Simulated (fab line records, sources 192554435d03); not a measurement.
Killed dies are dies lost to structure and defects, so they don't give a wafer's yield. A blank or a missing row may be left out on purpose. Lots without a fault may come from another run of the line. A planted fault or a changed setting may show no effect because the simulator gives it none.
Split-lot experiment | flow n5_finfet | 7 lots, 21 wafers read, on a route of 1938 steps

THE SPLIT
At N5_HKMG_FIN_ETCH_31 (etches SiARC in CF4, target depth 45.5 nm, time 75.8 s), the setting bias_w was moved away from the recipe's 36 W on 10 of the 21 wafers read, by +6.3% to +12.2%. The other wafers ran this setting at the recipe's value.

The reading is taken at the split's own step.

THE READING
rf_vpp_V, in V, at N5_HKMG_FIN_ETCH_31 (etches SiARC in CF4, target depth 45.5 nm, time 75.8 s). Fault-free wafers of this fab line usually give 184.0 V, standard deviation 1.3 V.

wafer  | tool, chamber at the split | bias_w as run, W | against the recipe | rf_vpp_V, V | against lot-mates on the recipe
L075.3 | rie_diel-05, 0             | 36               | recipe             | 183.9       | -
L075.4 | rie_diel-05, 2             | 40.39            | +12.2%             | 199.9       | +16.7
L075.6 | rie_diel-05, 1             | 36               | recipe             | 182.6       | -
L078.3 | rie_diel-05, 3             | 39.84            | +10.7%             | 195.2       | +12.4
L078.4 | rie_diel-05, 1             | 39.84            | +10.7%             | 194.7       | +11.9
L078.6 | rie_diel-05, 3             | 36               | recipe             | 182.8       | -
L079.3 | rie_diel-05, 3             | 36               | recipe             | 183.1       | -
L079.4 | rie_diel-05, 1             | 36               | recipe             | 181.9       | -
L079.6 | rie_diel-05, 2             | 36               | recipe             | 184.5       | -
L080.1 | rie_diel-04, 0             | 38.58            | +7.2%              | 192.0       | +8.1
L080.2 | rie_diel-04, 2             | 36               | recipe             | 183.9       | -
L080.4 | rie_diel-04, 1             | 38.58            | +7.2%              | 193.0       | +9.1
L086.2 | rie_diel-02, 0             | 36               | recipe             | 182.3       | -
L086.3 | rie_diel-02, 2             | 36               | recipe             | 184.2       | -
L086.5 | rie_diel-02, 3             | 36               | recipe             | 185.6       | -
L090.1 | rie_diel-05, 1             | 39.81            | +10.6%             | 195.6       | +11.8
L090.4 | rie_diel-05, 2             | 36               | recipe             | 183.8       | -
L090.6 | rie_diel-05, 3             | 39.81            | +10.6%             | 198.0       | +14.2
L093.1 | rie_diel-02, 2             | 38.28            | +6.3%              | 193.3       | no lot-mate on the recipe
L093.2 | rie_diel-02, 3             | 38.28            | +6.3%              | 192.0       | no lot-mate on the recipe
L093.6 | rie_diel-02, 2             | 38.28            | +6.3%              | 192.3       | no lot-mate on the recipe

THE FIT
A straight line over all 21 wafers: rf_vpp_V changes by +1.23 V for each +1% of bias_w; r = +0.98; the points scatter about the line by 1.2 V.
The same after taking each lot's own level away (the mean of its wafers on the recipe; 18 wafers): +1.23 V for each +1%; r = +0.99; scatter 1.1 V.
On that fit, the largest move of bias_w shifts the reading by 15 V.
The lots' own levels span 182.80 to 184.03 V, that is 0.9 times the standard deviation above.
So the lot-to-lot level changes the slope little: the two slopes agree.
Check: with one of the wafers moved furthest among these (+12.2%) left out of the fit, the line predicts +14.5 V for it against its lot-mates. It came out at +16.7 V against them.
Tool readings at the split's step, against how far the setting was moved: rf_vpp_V r = +0.98.

THE FILE'S OWN FIT
rf_vpp_V changes by +1.25 V for each +1% of bias_w, r = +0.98.
